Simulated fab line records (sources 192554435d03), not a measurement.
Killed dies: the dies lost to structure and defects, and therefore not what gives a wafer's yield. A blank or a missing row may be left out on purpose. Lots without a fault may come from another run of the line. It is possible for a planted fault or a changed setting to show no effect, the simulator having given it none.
Matching of chambers | flow n5-finfet | rie-diel-01 running N5_BEOL_M9_DESCUM_16: 4 sister chambers
The step chemistry O2, time 7.9 s. 8 wafers are shown with their chamber, then 7 later ones without.

## EACH WAFER AND ITS CHAMBER
wafer  | chamber | showerhead-plenum-p-Torr (Torr) | oes-product-au (a.u.)
L654.6 | 3       | 2.09                            | 0.77
L657.2 | 0       | 2.07                            | 0.69
L661.2 | 0       | 2.07                            | 0.69
L661.6 | 2       | 2.19                            | 0.72
L666.4 | 3       | 2.08                            | 0.75
L666.6 | 1       | 2.11                            | 0.89
L668.1 | 2       | 2.19                            | 0.70
L668.2 | 1       | 2.11                            | 0.90

## WAFERS WITHOUT THEIR CHAMBER
wafer  | showerhead-plenum-p-Torr (Torr) | oes-product-au (a.u.)
L668.3 | 2.08                            | 0.75
L667.1 | 2.11                            | 0.90
L667.2 | 2.18                            | 0.70
L667.3 | 2.08                            | 0.75
L677.2 | 2.07                            | 0.73
L677.4 | 2.06                            | 0.92
L677.5 | 2.10                            | 0.86

## EACH ONE'S CHAMBER
wafer  | from the rows above     | in truth
L668.3 | 3                       | 3
L667.1 | 1                       | 1
L667.2 | 2                       | 2
L667.3 | 3                       | 3
L677.2 | can't be placed: 0 or 3 | 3
L677.4 | 1                       | 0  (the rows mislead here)
L677.5 | 1                       | 1
Correctly placed: 5 of 7. Not placeable from these rows: 1 (in 1, the candidates include the true chamber). Wrongly placed: 1.
How it was worked out, from the rows above alone: a wafer's distance from a chamber is the root of the sum, over the readings, of the square of ((its reading less the chamber's mean) divided by the reading's scatter). The wafer belongs to the nearest chamber; if the next one is less than 2 further off, it can't be placed. For every chamber, the mean is computed from those of its wafers that are shown. How the scatter is found: for the shown wafers, subtract from each reading the mean of its chamber, square and add these, divide the total by (wafers less chambers), then take the root.
